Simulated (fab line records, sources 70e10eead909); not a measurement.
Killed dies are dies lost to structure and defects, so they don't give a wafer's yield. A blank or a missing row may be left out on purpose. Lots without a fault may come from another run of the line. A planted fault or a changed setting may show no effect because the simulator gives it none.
Chamber matching | flow nand_harc | NHARC_A_SLIT_DEP_25 on pecvd-02: 3 sister chambers
The step deposits SiO2, target thk 200 nm. 3 wafers are shown with their chamber, then 7 later ones without.

WAFERS WITH THEIR CHAMBER
wafer  | chamber | throttle_valve_pct (%)
L325.5 | 1       | 16.1
L324.3 | 0       | 16.0
L324.4 | 2       | 16.0

WAFERS WITHOUT THEIR CHAMBER
wafer  | throttle_valve_pct (%)
L324.6 | 15.8
L328.3 | 15.9
L328.4 | 16.0
L328.5 | 16.1
L329.3 | 15.8
L329.5 | 16.1
L329.6 | 15.8

WHICH CHAMBER EACH WENT THROUGH
wafer  | from the rows above          | in truth
L324.6 | can't be placed: 0 or 2 or 1 | 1
L328.3 | can't be placed: 0 or 2 or 1 | 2
L328.4 | can't be placed: 0 or 2 or 1 | 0
L328.5 | can't be placed: 1 or 0 or 2 | 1
L329.3 | can't be placed: 0 or 2 or 1 | 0
L329.5 | can't be placed: 1 or 0 or 2 | 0
L329.6 | can't be placed: 0 or 2 or 1 | 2
Placed correctly: 0 of 7. Can't be placed from these rows: 7 (the true chamber is among the candidates in 7). Placed wrongly: 0.
How it was worked out, from the rows above alone: a wafer's distance from a chamber is the root of the sum, over the readings, of the square of ((its reading less the chamber's mean) divided by the reading's scatter). The wafer belongs to the nearest chamber; if the next one is less than 2 further off, it can't be placed. A chamber's mean is the mean of its shown wafers. The scatter: with one shown wafer a chamber, the root of the mean of the squares of how far each hidden wafer lies from its nearest shown one.
